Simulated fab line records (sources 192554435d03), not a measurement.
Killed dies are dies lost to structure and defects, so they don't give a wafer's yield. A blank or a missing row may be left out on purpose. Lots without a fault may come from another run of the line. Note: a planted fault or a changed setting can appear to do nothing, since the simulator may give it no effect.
Split-lot study | flow n5Finfet | 21 wafers read from 7 lots, route of 1938 steps

== ABOUT THE SPLIT ==
At N5_BEOL_M10_EXPOSE_25 (exposes mask V9), the setting doseMj was moved away from the recipe's 85.5 on 8 of the 21 wafers read, by -6.2% to +5.4%. This setting was run at the recipe's value on the other wafers.

== FROM THE SPLIT TO THE READING: what the file shows between them, 2 steps ==
- N5_BEOL_M10_PEB_26: peb time 60 s
- N5_BEOL_M10_DEVELOP_27: develop time 30 s

== THE READING ==
cdNm (nm) at N5_BEOL_M10_CD_MEAS_28, where the cd target is 70 nm. On this fab line, fault-free wafers typically give 70.3 nm with a standard deviation of 1.1 nm.

wafer  | tool, chamber at the split | doseMj as run | against the recipe | cdNm, nm | against lot-mates on the recipe
L076.1 | arfiScanner-03, 0          | 85.5          | recipe             | 71.1     | -
L076.4 | arfiScanner-03, 0          | 89.05         | +4.2%              | 73.7     | +3.3
L076.6 | arfiScanner-03, 0          | 85.5          | recipe             | 69.8     | -
L074.3 | arfiScanner-01, 0          | 85.5          | recipe             | 71.8     | -
L074.4 | arfiScanner-01, 0          | 80.91         | -5.4%              | 66.7     | -5.1
L074.5 | arfiScanner-01, 0          | 80.91         | -5.4%              | 67.6     | -4.2
L082.1 | arfiScanner-02, 0          | 90.14         | +5.4%              | 76.9     | +6.1
L082.3 | arfiScanner-02, 0          | 85.5          | recipe             | 70.6     | -
L082.6 | arfiScanner-02, 0          | 85.5          | recipe             | 71.0     | -
L088.2 | arfiScanner-03, 0          | 80.21         | -6.2%              | 65.8     | -5.3
L088.4 | arfiScanner-03, 0          | 85.5          | recipe             | 71.4     | -
L088.6 | arfiScanner-03, 0          | 85.5          | recipe             | 70.8     | -
L089.1 | arfiScanner-01, 0          | 85.5          | recipe             | 70.3     | -
L089.2 | arfiScanner-01, 0          | 85.5          | recipe             | 68.2     | -
L089.6 | arfiScanner-01, 0          | 85.5          | recipe             | 69.7     | -
L091.2 | arfiScanner-02, 0          | 87.84         | +2.7%              | 73.6     | +1.2
L091.4 | arfiScanner-02, 0          | 85.5          | recipe             | 72.4     | -
L091.6 | arfiScanner-02, 0          | 87.84         | +2.7%              | 73.1     | +0.7
L094.1 | arfiScanner-03, 0          | 89.01         | +4.1%              | 75.0     | +3.3
L094.2 | arfiScanner-03, 0          | 85.5          | recipe             | 71.9     | -
L094.6 | arfiScanner-03, 0          | 85.5          | recipe             | 71.5     | -

THE FIT
A straight line over all 21 wafers: cdNm changes by +0.837 nm for each +1% of doseMj; r = +0.93; the points scatter about the line by 1 nm.
The same after taking each lot's own level away (the mean of its wafers on the recipe; 21 wafers): +0.85 nm for each +1%; r = +0.96; scatter 0.73 nm.
According to that fit, moving doseMj by its largest amount changes the reading by 5.3 nm.
Measured against the standard deviation above, the lots' own levels, which go from 69.40 to 72.40 nm, span 2.7 times it.
So the lot-to-lot level changes the slope little: the two slopes agree.
Check: -5.37 nm against its lot-mates is what the line predicts for one of the wafers moved furthest among these (-6.2%) when that wafer is left out of the fit. Against them it came out at -5.3 nm.

== THE FILE'S OWN FIT ==
cdNm changes by +0.871 nm for each +1% of doseMj, r = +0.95.
